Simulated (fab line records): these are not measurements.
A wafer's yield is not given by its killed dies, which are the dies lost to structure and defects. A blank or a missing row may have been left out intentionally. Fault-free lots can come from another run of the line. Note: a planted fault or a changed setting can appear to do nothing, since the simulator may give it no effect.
fab line records    flow n5_finfet
record: lots: 5  wafers: 15  last_day: 18
route steps=1938 shown BEOL_M5@1175 BEOL_M6@1194
lots with no fault: from the same line, run without faults
start_h: start of the lot's first displayed wafer, in hours after the record's first day    wait_h: hours from the lot's prior step to this one    " identical to the entry in the row above    L1.1+2: one row covering several wafers at once    - value missing, or start not given    * or withheld: withheld    < > ~ a bound
route shown NAME@n: a module of which the file shows steps, and the number in the route of the first    usual: the fault-free wafers' mean and standard deviation    same: alike in all rows    chamber/n: place in a boat    sites: each site's reading    _std_site: standard deviation across them    _edge_site: the outer-site mean with the inner-site mean subtracted    radius_mm: for every site, how far away it sits from the centre of the wafer    mask NAME#n: copy n    behind: the most recent tool/chamber to have shaped the wafer    hold: why the lot went on hold/how many hours it stayed there/how the hold came to an end    device: transistor that didn't switch, given as n, p or np    end of line: the route-end tests of the same wafers    a step given without rows: its recipe and nothing more    killed: at the first sort, the dies lost to defects and structure; wafer yield is something else    map: dies across one wafer; x = killed, . = not, _ = none there
set.NAME: setting as actually run; set.NAME@STEP: the setting as run at that earlier step    model.NAME: the simulator's own value behind a step, which no gauge read
lots at selected steps of the route; one table per step, one row per wafer
services: from which hour (start_h, from the record's first day; less than 0 if before it) a tool's chamber was out of use, for how many hours, and why
== steps ==
step: N5_BEOL_M5_SPUTTER_48
recipe: material: Cu  target_thk_a: 150  temp_c: -20  chamber_pressure_pa: 0.07  power_w: withheld  time_s: 27.62
usual: chuck_gas_flow_sccm: 1.26/0.053  susceptor_temp_C: -20.00/0.11  throttle_valve_pct: 30.1/1.3
lot.wafer  tool            chamber  start_h  wait_h  chuck_gas_flow_sccm  susceptor_temp_C  throttle_valve_pct
L087.1     pvd_sputter-02  -        284.33   0.2     1.29                 -19.75            30.8
L087.2     "               -        "        "       1.33                 -20.12            30.9
L087.6     "               -        "        "       1.39                 -20.11            29.8
L090.3     pvd_sputter-03  -        290.94   0.3     1.21                 -20.00            33.6
L090.4     "               -        "        "       1.23                 -20.08            30.2
L090.5     "               -        "        "       1.25                 -20.01            30.1
L091.2     pvd_sputter-02  -        305.63   0.2     1.18                 -19.82            29.7
L091.3     "               -        "        "       1.22                 -19.99            30.2
L091.6     "               -        "        "       1.27                 -20.07            30.6
L094.3     pvd_sputter-01  -        312.89   0.2     1.23                 -20.05            28.8
L094.5     "               -        "        "       1.16                 -20.05            29.8
L094.6     "               -        "        "       1.27                 -19.98            29.3
L097.1     pvd_sputter-02  -        330.40   0.1     1.28                 -19.99            29.4
L097.4     "               -        "        "       1.33                 -19.79            31.3
L097.5     "               -        "        "       1.29                 -20.06            29.3
step: N5_BEOL_M5_ANNEAL_49
recipe: temp_c: 400  time_s: 1800  ambient: vacuum
usual: heater_power_w: 831/80  susceptor_temp_C: 399.99/0.22
lot.wafer  tool            chamber  start_h  wait_h  heater_power_w  susceptor_temp_C
L087.1     pvd_sputter-02  -        284.41   0.0     762             400.01
L087.2     "               -        "        "       825             400.28
L087.6     "               -        "        "       865             399.86
L090.3     pvd_sputter-03  -        291.02   0.0     915             400.07
L090.4     "               -        "        "       814             400.22
L090.5     "               -        "        "       815             400.31
L091.2     pvd_sputter-02  -        305.71   0.0     811             399.75
L091.3     "               -        "        "       852             399.85
L091.6     "               -        "        "       816             399.90
L094.3     pvd_sputter-01  -        312.97   0.0     783             400.04
L094.5     "               -        "        "       808             399.99
L094.6     "               -        "        "       786             400.11
L097.1     pvd_sputter-02  -        330.48   0.0     824             399.83
L097.4     "               -        "        "       748             400.20
L097.5     "               -        "        "       835             400.21
step: N5_BEOL_M5_SPUTTER_81
recipe: material: Cu  target_thk_a: 150  temp_c: -20  chamber_pressure_pa: 0.07  power_w: withheld  time_s: 27.62
usual: chuck_gas_flow_sccm: 1.26/0.054  susceptor_temp_C: -20.01/0.12  throttle_valve_pct: 30.1/1.4
lot.wafer  tool            chamber  start_h  wait_h  chuck_gas_flow_sccm  susceptor_temp_C  throttle_valve_pct
L087.1     pvd_sputter-02  -        285.41   0.5     1.33                 -19.94            31.2
L087.2     "               -        "        "       1.28                 -20.04            30.7
L087.6     "               -        "        "       1.23                 -20.04            29.8
L090.3     pvd_sputter-03  -        292.03   0.5     1.18                 -19.87            33.6
L090.4     "               -        "        "       1.28                 -19.86            30.1
L090.5     "               -        "        "       1.31                 -20.07            30.2
L091.2     pvd_sputter-02  -        306.72   0.5     1.22                 -19.95            29.4
L091.3     "               -        "        "       1.23                 -19.86            30.1
L091.6     "               -        "        "       1.19                 -19.92            30.4
L094.3     pvd_sputter-01  -        313.97   0.5     1.21                 -20.18            28.9
L094.5     "               -        "        "       1.29                 -20.04            29.4
L094.6     "               -        "        "       1.33                 -20.14            28.8
L097.1     pvd_sputter-02  -        331.49   0.5     1.19                 -20.04            29.5
L097.4     "               -        "        "       1.25                 -20.03            31.0
L097.5     "               -        "        "       1.29                 -19.92            29.5
step: N5_BEOL_M5_ANNEAL_82
recipe: temp_c: 400  time_s: 1800  ambient: vacuum
usual: heater_power_w: 832/82  susceptor_temp_C: 400.01/0.21
lot.wafer  tool            chamber  start_h  wait_h  heater_power_w  susceptor_temp_C
L087.1     pvd_sputter-02  -        285.49   0.0     774             400.21
L087.2     "               -        "        "       830             400.29
L087.6     "               -        "        "       840             399.94
L090.3     pvd_sputter-03  -        292.11   0.0     930             400.07
L090.4     "               -        "        "       812             399.86
L090.5     "               -        "        "       793             400.12
L091.2     pvd_sputter-02  -        306.80   0.0     822             399.86
L091.3     "               -        "        "       842             400.35
L091.6     "               -        "        "       824             400.02
L094.3     pvd_sputter-01  -        314.05   0.0     806             400.34
L094.5     "               -        "        "       779             399.91
L094.6     "               -        "        "       755             400.12
L097.1     pvd_sputter-02  -        331.57   0.0     822             400.61
L097.4     "               -        "        "       781             399.83
L097.5     "               -        "        "       809             400.32
step: N5_BEOL_M5_SPUTTER_83
recipe: material: Cu  target_thk_a: 150  temp_c: -20  chamber_pressure_pa: 0.07  power_w: withheld  time_s: 27.62
usual: chuck_gas_flow_sccm: 1.25/0.049  susceptor_temp_C: -19.99/0.11  throttle_valve_pct: 30.1/1.4
lot.wafer  tool            chamber  start_h  wait_h  chuck_gas_flow_sccm  susceptor_temp_C  throttle_valve_pct
L087.1     pvd_sputter-02  -        286.50   0.5     1.19                 -19.96            30.9
L087.2     "               -        "        "       1.34                 -20.08            30.5
L087.6     "               -        "        "       1.23                 -20.20            30.0
L090.3     pvd_sputter-03  -        293.12   0.5     1.21                 -19.84            33.5
L090.4     "               -        "        "       1.21                 -19.97            30.1
L090.5     "               -        "        "       1.22                 -20.02            30.0
L091.2     pvd_sputter-02  -        307.81   0.5     1.28                 -19.90            29.4
L091.3     "               -        "        "       1.22                 -19.96            29.9
L091.6     "               -        "        "       1.22                 -20.10            30.9
L094.3     pvd_sputter-01  -        315.06   0.5     1.29                 -19.91            28.9
L094.5     "               -        "        "       1.29                 -19.90            29.5
L094.6     "               -        "        "       1.30                 -19.89            28.9
L097.1     pvd_sputter-02  -        332.57   0.5     1.28                 -19.98            29.8
L097.4     "               -        "        "       1.20                 -20.19            30.9
L097.5     "               -        "        "       1.20                 -20.02            29.3
step: N5_BEOL_M5_ANNEAL_84
recipe: temp_c: 400  time_s: 1800  ambient: vacuum
usual: heater_power_w: 831/82  susceptor_temp_C: 400.00/0.24
lot.wafer  tool            chamber  start_h  wait_h  heater_power_w  susceptor_temp_C
L087.1     pvd_sputter-02  -        286.58   0.0     757             399.45
L087.2     "               -        "        "       810             400.15
L087.6     "               -        "        "       843             400.17
L090.3     pvd_sputter-03  -        293.20   0.0     914             400.14
L090.4     "               -        "        "       803             399.92
L090.5     "               -        "        "       797             400.04
L091.2     pvd_sputter-02  -        307.89   0.0     806             399.96
L091.3     "               -        "        "       841             399.91
L091.6     "               -        "        "       818             400.29
L094.3     pvd_sputter-01  -        315.14   0.0     793             399.79
L094.5     "               -        "        "       779             399.74
L094.6     "               -        "        "       784             400.01
L097.1     pvd_sputter-02  -        332.65   0.0     827             399.81
L097.4     "               -        "        "       757             399.56
L097.5     "               -        "        "       820             399.98
step: N5_BEOL_M5_SPUTTER_88
recipe: material: Cu  target_thk_a: 150  temp_c: -20  chamber_pressure_pa: 0.07  power_w: withheld  time_s: 27.62
usual: chuck_gas_flow_sccm: 1.25/0.053  susceptor_temp_C: -20.00/0.11  throttle_valve_pct: 30.1/1.4
lot.wafer  tool            chamber  start_h  wait_h  chuck_gas_flow_sccm  susceptor_temp_C  throttle_valve_pct
L087.1     pvd_sputter-02  -        287.59   0.5     1.25                 -20.12            31.1
L087.2     "               -        "        "       1.25                 -19.93            30.6
L087.6     "               -        "        "       1.26                 -19.98            29.8
L090.3     pvd_sputter-03  -        294.20   0.5     1.36                 -19.92            33.5
L090.4     "               -        "        "       1.27                 -20.26            30.2
L090.5     "               -        "        "       1.23                 -20.14            30.3
L091.2     pvd_sputter-02  -        308.89   0.5     1.27                 -19.91            29.6
L091.3     "               -        "        "       1.23                 -19.99            30.1
L091.6     "               -        "        "       1.31                 -20.06            30.4
L094.3     pvd_sputter-01  -        316.15   0.5     1.28                 -20.03            28.6
L094.5     "               -        "        "       1.35                 -20.13            29.7
L094.6     "               -        "        "       1.25                 -20.14            28.8
L097.1     pvd_sputter-02  -        333.66   0.5     1.27                 -19.98            29.6
L097.4     "               -        "        "       1.38                 -19.97            31.0
L097.5     "               -        "        "       1.27                 -19.98            29.6
step: N5_BEOL_M5_ANNEAL_89
recipe: temp_c: 400  time_s: 1800  ambient: vacuum
usual: heater_power_w: 831/79  susceptor_temp_C: 399.97/0.21
lot.wafer  tool            chamber  start_h  wait_h  heater_power_w  susceptor_temp_C
L087.1     pvd_sputter-02  -        287.67   0.0     759             400.12
L087.2     "               -        "        "       811             400.31
L087.6     "               -        "        "       847             399.97
L090.3     pvd_sputter-03  -        294.28   0.0     933             399.77
L090.4     "               -        "        "       803             399.77
L090.5     "               -        "        "       795             400.14
L091.2     pvd_sputter-02  -        308.97   0.0     804             399.50
L091.3     "               -        "        "       849             399.47
L091.6     "               -        "        "       814             399.84
L094.3     pvd_sputter-01  -        316.23   0.0     764             400.01
L094.5     "               -        "        "       775             400.01
L094.6     "               -        "        "       799             399.97
L097.1     pvd_sputter-02  -        333.74   0.0     822             400.10
L097.4     "               -        "        "       770             399.95
L097.5     "               -        "        "       798             400.03
step: N5_BEOL_M5_SPUTTER_90
recipe: material: Cu  target_thk_a: 45  temp_c: -20  chamber_pressure_pa: 0.07  power_w: withheld  time_s: 8.29
usual: chuck_gas_flow_sccm: 1.26/0.053  susceptor_temp_C: -20.00/0.1  throttle_valve_pct: 30.1/1.4
lot.wafer  tool            chamber  start_h  wait_h  chuck_gas_flow_sccm  susceptor_temp_C  throttle_valve_pct
L087.1     pvd_sputter-02  -        288.67   0.5     1.21                 -20.02            31.4
L087.2     "               -        "        "       1.26                 -20.15            30.5
L087.6     "               -        "        "       1.31                 -19.91            30.0
L090.3     pvd_sputter-03  -        295.29   0.5     1.18                 -20.03            33.8
L090.4     "               -        "        "       1.22                 -19.97            30.0
L090.5     "               -        "        "       1.28                 -19.99            30.0
L091.2     pvd_sputter-02  -        309.98   0.5     1.30                 -20.09            29.6
L091.3     "               -        "        "       1.22                 -20.03            29.7
L091.6     "               -        "        "       1.41                 -19.94            30.6
L094.3     pvd_sputter-01  -        317.23   0.5     1.23                 -19.89            28.8
L094.5     "               -        "        "       1.28                 -20.10            29.6
L094.6     "               -        "        "       1.19                 -19.95            29.0
L097.1     pvd_sputter-02  -        334.75   0.5     1.29                 -19.84            29.3
L097.4     "               -        "        "       1.24                 -19.98            31.2
L097.5     "               -        "        "       1.25                 -19.81            29.4
step: N5_BEOL_M5_ECD_50
recipe: material: Cu  target_thk_a: 3000
lot.wafer   tool       chamber  start_h  wait_h
L087.1+2+6  ecd_cu-02  0,1,0    288.79   0.1
L090.3+4+5  ecd_cu-01  1,0,0    295.43   0.1
L091.2+3+6  ecd_cu-02  0,1,0    310.10   0.1
L094.3+5+6  ecd_cu-02  0,0,1    317.37   0.1
L097.1+4+5  ecd_cu-02  0        334.86   0.1
step: N5_BEOL_M5_ANNEAL_51
recipe: temp_c: 225  time_s: 90  ambient: N2
usual: wafer_temp_C_max: 226.3/0.47
lot.wafer  tool           chamber  start_h  wait_h  wafer_temp_C_max
L087.1     rtp_anneal-02  0        288.88   0.1     226.0
L087.2     "              0        "        "       226.4
L087.6     "              0        "        "       226.3
L090.3     rtp_anneal-02  0        295.58   0.1     225.7
L090.4     "              0        "        "       225.6
L090.5     "              0        "        "       225.5
L091.2     rtp_anneal-01  0        310.23   0.1     227.1
L091.3     "              0        "        "       226.7
L091.6     "              0        "        "       226.3
L094.3     rtp_anneal-01  0        317.53   0.1     227.2
L094.5     "              0        "        "       226.8
L094.6     "              0        "        "       227.1
L097.1     rtp_anneal-01  0        334.95   0.1     226.7
L097.4     "              0        "        "       227.1
L097.5     "              0        "        "       226.5
step: N5_BEOL_M5_CMP_52
recipe: stop_on: SiCOH_lowk  t_overpolish_s: 6.9  down_force_psi: 1  platen_rpm: 50  clearing_platen_down_force_psi: 1.5  clearing_platen_rpm: 50  post_cmp_clean: cu_alkaline  target_thk_nm: 62  clearing_platen_pad_velocity_m_s: 0.99484  pad_velocity_m_s: 0.99484
usual: barrier_field_endpoint_s: 24.4/0.48  motor_current_A: 6.1/0.65  overpolish_run_s: 6.898/0.0085  time_to_endpoint_s: 61.1/2.6
lot.wafer  tool    chamber  start_h  wait_h  barrier_field_endpoint_s  motor_current_A  overpolish_run_s  time_to_endpoint_s
L087.2     cmp-02  0        289.17   0.2     24.5                      6.3              6.889             64.1
L087.1     "       2        "        "       23.8                      6.1              6.897             63.0
L087.6     "       0        "        "       24.5                      6.2              6.898             62.6
L090.4     cmp-04  3        295.79   0.1     24.7                      7.0              6.899             61.7
L090.3     "       0        "        "       23.9                      5.1              6.887             57.5
L090.5     "       0        "        "       25.4                      5.2              6.897             60.6
L091.3     cmp-02  2        310.48   0.2     24.4                      6.5              6.888             59.8
L091.2     "       3        "        "       23.9                      6.0              6.921             58.2
L091.6     "       3        "        "       24.0                      6.3              6.883             58.6
L094.3     cmp-02  0        317.85   0.3     24.5                      6.4              6.916             62.8
L094.5     "       1        "        "       24.8                      5.3              6.903             61.5
L094.6     "       2        "        "       24.6                      6.4              6.894             63.7
L097.4     cmp-03  2        335.25   0.1     25.0                      6.3              6.896             60.5
L097.1     "       0        "        "       23.5                      7.1              6.902             56.0
L097.5     "       2        "        "       24.2                      5.8              6.879             59.4
step: N5_BEOL_M5_THK_MEAS_53
recipe: thk_meas_gauge: xrf  reads: Cu_of_BEOL_M5_ECD_50
usual: M5_THK: 60.4/1.8
lot.wafer  tool           chamber  start_h  wait_h  M5_THK[nm]
L087.1     film_metro-02  -        289.47   -       59.9
L087.2     "              -        "        "       57.2
L087.6     "              -        "        "       60.1
L090.3     film_metro-02  -        296.08   -       62.2
L090.4     "              -        "        "       64.2
L090.5     "              -        "        "       62.1
L091.2     film_metro-02  -        310.77   -       60.7
L091.3     "              -        "        "       60.5
L091.6     "              -        "        "       59.9
L094.3     film_metro-02  -        318.03   -       63.1
L094.5     "              -        "        "       62.9
L094.6     "              -        "        "       63.4
L097.1     film_metro-02  -        335.54   -       58.5
L097.4     "              -        "        "       57.9
L097.5     "              -        "        "       60.4
step: N5_BEOL_M5_PRE_CLEAN_77
recipe: gas: NH3/H2  time_s: 15  temp_c: *  rf_power_w: 300
usual: heater_power_w: 84/7.2  susceptor_temp_C: *
lot.wafer  tool       chamber  start_h  wait_h  heater_power_w  susceptor_temp_C
L087.1     cvd_co-01  1        289.50   0.0     86              *
L087.2     "          0        "        "       95              *
L087.6     "          1        "        "       85              *
L090.3     cvd_co-02  2        296.12   0.0     84              *
L090.4     "          1        "        "       88              *
L090.5     "          0        "        "       75              *
L091.2     cvd_co-01  0        310.81   0.0     92              *
L091.3     "          1        "        "       86              *
L091.6     "          0        "        "       93              *
L094.3     cvd_co-02  1        318.07   0.0     90              *
L094.5     "          1        "        "       91              *
L094.6     "          2        "        "       85              *
L097.1     cvd_co-01  2        335.58   0.0     75              *
L097.4     "          1        "        "       85              *
L097.5     "          0        "        "       96              *
step: N5_BEOL_M5_CO_CAP_78
recipe: material: Co  target_thk_a: 20  temp_c: 200  precursor: CCTBA/H2  pressure_torr: 30  time_s: 102.1
usual: heater_power_w: 234/9.1  susceptor_temp_C: 200.00/0.16
lot.wafer  tool       chamber  start_h  wait_h  heater_power_w  susceptor_temp_C
L087.1     cvd_co-01  1        289.54   0.0     236             199.62
L087.2     "          0        "        "       244             199.94
L087.6     "          1        "        "       242             199.72
L090.3     cvd_co-02  2        296.16   0.0     233             199.83
L090.4     "          1        "        "       245             199.90
L090.5     "          0        "        "       220             199.95
L091.2     cvd_co-01  0        310.85   0.0     249             199.74
L091.3     "          1        "        "       234             199.94
L091.6     "          0        "        "       251             199.77
L094.3     cvd_co-02  1        318.11   0.0     233             200.23
L094.5     "          1        "        "       247             200.13
L094.6     "          2        "        "       240             200.10
L097.1     cvd_co-01  2        335.62   0.0     228             200.18
L097.4     "          1        "        "       233             200.09
L097.5     "          0        "        "       245             199.84
step: N5_BEOL_M5_PRE_CLEAN_55
recipe: gas: NH3  time_s: 15  temp_c: withheld  rf_power_w: 300
lot.wafer   tool      chamber  start_h  wait_h
L087.1+2+6  pecvd-03  2,0,1    289.63   0.1
L090.3+4+5  pecvd-03  1,1,0    296.25   0.1
L091.2+3+6  pecvd-01  2,0,2    310.94   0.1
L094.3+5+6  pecvd-02  1,0,1    318.20   0.1
L097.1+4+5  pecvd-02  0,1,0    335.71   0.1
step: N5_BEOL_M5_DEP_56
recipe: material: SiCN  target_thk_a: 80  temp_c: withheld  precursor: 3MS/NH3  pressure_torr: 3  rf_w: 202  time_s: 14
usual: showerhead_plenum_p_Torr: 3.661/0.014  throttle_valve_pct: 9.0/0.34
lot.wafer  tool      chamber  start_h  wait_h  showerhead_plenum_p_Torr  throttle_valve_pct
L087.1     pecvd-03  2        289.66   0.0     3.670                     8.4
L087.2     "         0        "        "       3.636                     8.9
L087.6     "         1        "        "       3.663                     9.5
L090.3     pecvd-03  1        296.28   0.0     3.664                     9.3
L090.4     "         1        "        "       3.673                     9.6
L090.5     "         0        "        "       3.657                     8.9
L091.2     pecvd-01  2        310.97   0.0     3.645                     8.6
L091.3     "         0        "        "       3.638                     9.2
L091.6     "         2        "        "       3.642                     8.7
L094.3     pecvd-02  1        318.22   0.0     3.665                     9.2
L094.5     "         0        "        "       3.668                     8.9
L094.6     "         1        "        "       3.663                     9.2
L097.1     pecvd-02  0        335.73   0.0     3.663                     8.9
L097.4     "         1        "        "       3.655                     9.1
L097.5     "         0        "        "       3.673                     9.0
step: N5_BEOL_M5_RS_MEAS_57
recipe: thk_meas_gauge: four-point-probe  reads: Co_of_BEOL_M5_CO_CAP_78+Cu_of_BEOL_M5_ECD_50+Co_of_BEOL_M5_CVD_47+TaN_of_BEOL_M5_ALD_86
usual: M5_RS: 0.395/0.013
lot.wafer  tool           chamber  start_h  wait_h  M5_RS[ohm/sq]
L087.1     film_metro-01  -        289.73   0.0     0.396
L087.2     "              -        "        "       0.421
L087.6     "              -        "        "       0.396
L090.3     film_metro-02  -        296.35   0.1     0.387
L090.4     "              -        "        "       0.373
L090.5     "              -        "        "       0.389
L091.2     film_metro-01  -        311.03   0.1     0.400
L091.3     "              -        "        "       0.398
L091.6     "              -        "        "       0.404
L094.3     film_metro-01  -        318.29   0.1     0.380
L094.5     "              -        "        "       0.383
L094.6     "              -        "        "       0.380
L097.1     film_metro-01  -        335.80   0.0     0.410
L097.4     "              -        "        "       0.414
L097.5     "              -        "        "       0.395
step: N5_BEOL_M5_INSPECT_58
recipe: inspect_instrument: darkfield  mode: post_dep
usual: raw_defect_count: 79/25
lot.wafer  tool               chamber  start_h  wait_h  raw_defect_count
L087.1     defect_inspect-01  -        289.75   0.0     45
L087.2     "                  -        "        "       74
L087.6     "                  -        "        "       89
L090.3     defect_inspect-02  -        296.37   0.0     55
L090.4     "                  -        "        "       26
L090.5     "                  -        "        "       61
L091.2     defect_inspect-01  -        311.06   0.0     77
L091.3     "                  -        "        "       77
L091.6     "                  -        "        "       58
L094.3     defect_inspect-02  -        318.32   0.0     84
L094.5     "                  -        "        "       97
L094.6     "                  -        "        "       69
L097.1     defect_inspect-02  -        335.83   0.0     81
L097.4     "                  -        "        "       122
L097.5     "                  -        "        "       93
step: N5_BEOL_M6_ILD_DEP_00
recipe: material: SiCOH_lowk  target_thk_a: 1797.5  temp_c: 300  precursor: DEMS/porogen  pressure_torr: 5  rf_w: 500  time_s: 33.4
usual: heater_power_w: 309/56  showerhead_plenum_p_Torr: 5.742/0.018  susceptor_temp_C: 300.00/0.18  throttle_valve_pct: 13.7/0.45
lot.wafer  tool      chamber  start_h  wait_h  heater_power_w  showerhead_plenum_p_Torr  susceptor_temp_C  throttle_valve_pct
L087.1     pecvd-04  1        289.79   0.0     380             5.718                     300.05            13.3
L087.2     "         2        "        "       306             5.773                     299.91            13.5
L087.6     "         2        "        "       307             5.769                     300.19            13.6
L090.3     pecvd-02  2        296.43   0.1     240             5.765                     299.79            13.7
L090.4     "         0        "        "       287             5.738                     299.66            14.1
L090.5     "         0        "        "       289             5.757                     299.66            13.9
L091.2     pecvd-04  0        311.10   0.0     453             5.765                     300.04            14.1
L091.3     "         1        "        "       372             5.709                     300.02            13.3
L091.6     "         1        "        "       391             5.707                     299.92            13.3
L094.3     pecvd-02  0        318.35   0.0     289             5.732                     300.30            13.8
L094.5     "         2        "        "       259             5.750                     299.85            13.8
L094.6     "         1        "        "       302             5.734                     300.32            14.3
L097.1     pecvd-04  1        335.86   0.0     375             5.715                     299.78            13.1
L097.4     "         0        "        "       395             5.760                     299.98            14.1
L097.5     "         2        "        "       291             5.733                     300.14            13.5
step: N5_BEOL_M6_CURE_74
recipe: temp_c: 385  time_s: 240  ambient: He/Ar  material: SiCOH_lowk
usual: lamp_power_pct: 52.31/0.056  wafer_temp_C_max: 386.9/0.57
lot.wafer  tool        chamber  start_h  wait_h  lamp_power_pct  wafer_temp_C_max
L087.1     uv_cure-03  0        289.85   0.0     52.40           386.3
L087.2     "           0        "        "       52.34           386.1
L087.6     "           0        "        "       52.31           386.6
L090.3     uv_cure-03  1        296.65   0.2     52.32           387.5
L090.4     "           1        "        "       52.29           387.5
L090.5     "           1        "        "       52.31           387.9
L091.2     uv_cure-03  0        311.26   0.1     52.33           386.2
L091.3     "           0        "        "       52.23           386.4
L091.6     "           0        "        "       52.26           386.7
L094.3     uv_cure-01  1        318.58   0.2     52.35           386.6
L094.5     "           1        "        "       52.32           386.5
L094.6     "           1        "        "       52.27           386.4
L097.1     uv_cure-02  0        335.93   0.0     52.34           387.4
L097.4     "           0        "        "       52.28           387.9
L097.5     "           0        "        "       52.26           387.6
step: N5_BEOL_M6_THK_MEAS_01
recipe: reads: SiCOH_lowk_of_BEOL_M6_ILD_DEP_00
usual: M6_ILD_THK: 155.2/2.2
lot.wafer  tool           chamber  start_h  wait_h  M6_ILD_THK[nm]
L087.1     film_metro-01  -        290.37   0.4     155.6
L087.2     "              -        "        "       153.0
L087.6     "              -        "        "       156.6
L090.3     film_metro-02  -        297.01   0.3     154.5
L090.4     "              -        "        "       155.1
L090.5     "              -        "        "       154.4
L091.2     film_metro-01  -        311.70   0.4     156.5
L091.3     "              -        "        "       156.6
L091.6     "              -        "        "       153.6
L094.3     film_metro-01  -        318.93   0.3     151.1
L094.5     "              -        "        "       154.7
L094.6     "              -        "        "       153.8
L097.1     film_metro-02  -        336.44   0.4     154.4
L097.4     "              -        "        "       158.5
L097.5     "              -        "        "       158.7
step: N5_BEOL_M6_PECVD_70
recipe: material: SiO2  target_thk_a: 200  temp_c: 400  precursor: TEOS/O2  pressure_torr: 5.5  rf_w: 450  teos_flow_sccm: 53.8  gas: O2  flow_sccm: 3000  time_s: 22.7
usual: heater_power_w: 708/96  showerhead_plenum_p_Torr: 8.79/0.064  susceptor_temp_C: 400.01/0.22  throttle_valve_pct: 22.2/0.72
lot.wafer  tool      chamber  start_h  wait_h  heater_power_w  showerhead_plenum_p_Torr  susceptor_temp_C  throttle_valve_pct
L087.1     pecvd-02  0        290.40   0.0     633             8.77                      400.46            22.3
L087.2     "         2        "        "       654             8.84                      400.05            21.9
L087.6     "         2        "        "       652             8.82                      400.15            22.0
L090.3     pecvd-02  0        297.06   0.1     678             8.79                      400.21            22.3
L090.4     "         2        "        "       674             8.84                      400.10            21.8
L090.5     "         2        "        "       672             8.85                      400.10            21.9
L091.2     pecvd-02  1        311.73   0.0     795             8.75                      400.03            23.0
L091.3     "         2        "        "       613             8.82                      400.07            22.0
L091.6     "         2        "        "       617             8.84                      399.85            21.8
L094.3     pecvd-03  2        318.97   0.0     561             8.85                      399.99            21.2
L094.5     "         2        "        "       557             8.84                      400.14            21.2
L094.6     "         1        "        "       657             8.78                      400.12            23.5
L097.1     pecvd-03  1        336.48   0.0     758             8.79                      399.59            23.5
L097.4     "         2        "        "       559             8.84                      400.15            21.5
L097.5     "         0        "        "       689             8.71                      400.07            22.0
step: N5_BEOL_M6_HM_DEP_02
recipe: material: TiN  target_thk_a: 200  temp_c: 25  chamber_pressure_pa: 0.49996
usual: susceptor_temp_C: 25.01/0.1  throttle_valve_pct: 30.0/1.3
lot.wafer  tool            chamber  start_h  wait_h  susceptor_temp_C  throttle_valve_pct
L087.1     pvd_sputter-02  -        292.19   1.8     24.97             31.2
L087.2     "               -        "        "       25.01             30.8
L087.6     "               -        "        "       24.98             30.7
L090.3     pvd_sputter-02  -        299.27   2.2     25.04             30.7
L090.4     "               -        "        "       25.13             29.8
L090.5     "               -        "        "       24.96             29.9
L091.2     pvd_sputter-01  -        312.49   0.7     24.92             29.6
L091.3     "               -        "        "       25.06             28.6
L091.6     "               -        "        "       24.81             31.2
L094.3     pvd_sputter-03  -        319.72   0.7     25.27             27.5
L094.5     "               -        "        "       25.10             29.4
L094.6     "               -        "        "       25.01             30.2
L097.1     pvd_sputter-03  -        339.28   2.8     24.96             30.2
L097.4     "               -        "        "       24.95             27.2
L097.5     "               -        "        "       24.88             30.2
step: N5_BEOL_M6_COAT_59
recipe: resist: SOC  temp_c: 250  time_s: 60  spin_rpm: 1500  resist_thk_nm: 100
usual: exhaust_pa: 45.1/0.9
lot.wafer  tool            chamber  start_h  wait_h  exhaust_pa
L087.1     litho_track-02  0        292.32   0.1     44.7
L087.2     "               0        "        "       45.4
L087.6     "               0        "        "       45.4
L090.3     litho_track-03  0        299.40   0.1     45.7
L090.4     "               0        "        "       45.8
L090.5     "               0        "        "       44.6
L091.2     litho_track-04  0        312.61   0.1     44.9
L091.3     "               0        "        "       44.3
L091.6     "               0        "        "       46.0
L094.3     litho_track-04  0        319.84   0.1     46.2
L094.5     "               0        "        "       44.5
L094.6     "               0        "        "       44.1
L097.1     litho_track-04  0        339.41   0.1     45.1
L097.4     "               0        "        "       45.7
L097.5     "               0        "        "       45.0
step: N5_BEOL_M6_COAT_60
recipe: resist: SiARC  temp_c: 220  time_s: 60  spin_rpm: 1500  resist_thk_nm: 35
usual: exhaust_pa: 45.0/0.94
lot.wafer  tool            chamber  start_h  wait_h  exhaust_pa
L087.1     litho_track-02  0        -        -       43.8
L087.2     "               0        "        "       45.9
L087.6     "               0        "        "       45.9
L090.3     litho_track-03  0        -        -       45.6
L090.4     "               0        "        "       44.5
L090.5     "               0        "        "       44.2
L091.2     litho_track-04  0        -        -       45.6
L091.3     "               0        "        "       46.5
L091.6     "               0        "        "       46.7
L094.3     litho_track-04  0        -        -       44.9
L094.5     "               0        "        "       45.6
L094.6     "               0        "        "       45.5
L097.1     litho_track-04  0        -        -       44.4
L097.4     "               0        "        "       44.4
L097.5     "               0        "        "       45.7
step: N5_BEOL_M6_COAT_05
recipe: resist: CAR-ArF  spin_rpm: 1500  resist_thk_nm: 90
usual: exhaust_pa: 45.0/0.82
lot.wafer  tool            chamber  start_h  wait_h  exhaust_pa
L087.1     litho_track-02  0        -        -       44.8
L087.2     "               0        "        "       45.1
L087.6     "               0        "        "       45.3
L090.3     litho_track-03  0        -        -       44.5
L090.4     "               0        "        "       44.5
L090.5     "               0        "        "       44.5
L091.2     litho_track-04  0        -        -       46.0
L091.3     "               0        "        "       45.4
L091.6     "               0        "        "       45.2
L094.3     litho_track-04  0        -        -       46.1
L094.5     "               0        "        "       44.9
L094.6     "               0        "        "       46.4
L097.1     litho_track-04  0        -        -       44.5
L097.4     "               0        "        "       44.5
L097.5     "               0        "        "       45.3
step: N5_BEOL_M6_EBR_07
recipe: solvent: PGMEA  ebr_width_mm: 1.5
usual: exhaust_pa: 45.1/0.97
same: ebr_width_mm: 1.5
lot.wafer  tool            chamber  start_h  wait_h  exhaust_pa
L087.1     litho_track-02  0        -        -       46.5
L087.2     "               0        "        "       45.9
L087.6     "               0        "        "       45.0
L090.3     litho_track-03  0        -        -       45.1
L090.4     "               0        "        "       46.1
L090.5     "               0        "        "       46.4
L091.2     litho_track-04  0        -        -       47.0
L091.3     "               0        "        "       45.4
L091.6     "               0        "        "       45.2
L094.3     litho_track-04  0        -        -       44.3
L094.5     "               0        "        "       46.0
L094.6     "               0        "        "       46.1
L097.1     litho_track-04  0        -        -       44.5
L097.4     "               0        "        "       44.1
L097.5     "               0        "        "       44.1
== services ==
tool            chamber  start_h  hours  kind
cmp-03          -        267.84   23.6   repair
litho_track-02  -        275.21   -      consumable_replace:filter
cvd_co-01       1        293.30   15.5   repair
pecvd-02        1        295.80   5.9    repair
pecvd-03        2        302.47   2.1    scheduled_down
pecvd-03        0        306.33   5.5    scheduled_down
pecvd-04        0        308.86   2.1    scheduled_down
uv_cure-02      -        316.90   6.8    repair
litho_track-03  -        319.98   -      consumable_replace:filter
uv_cure-01      -        324.70   12.8   repair
uv_cure-03      -        325.06   2.2    repair
uv_cure-02      -        332.43   1.0    pm
cvd_co-02       1        333.33   -      clean
cvd_co-02       1        333.33   22.0   scheduled_down
cvd_co-02       1        333.33   22.0   vent_cycle
cmp-02          -        338.94   2.4    repair
== key ==
fault none
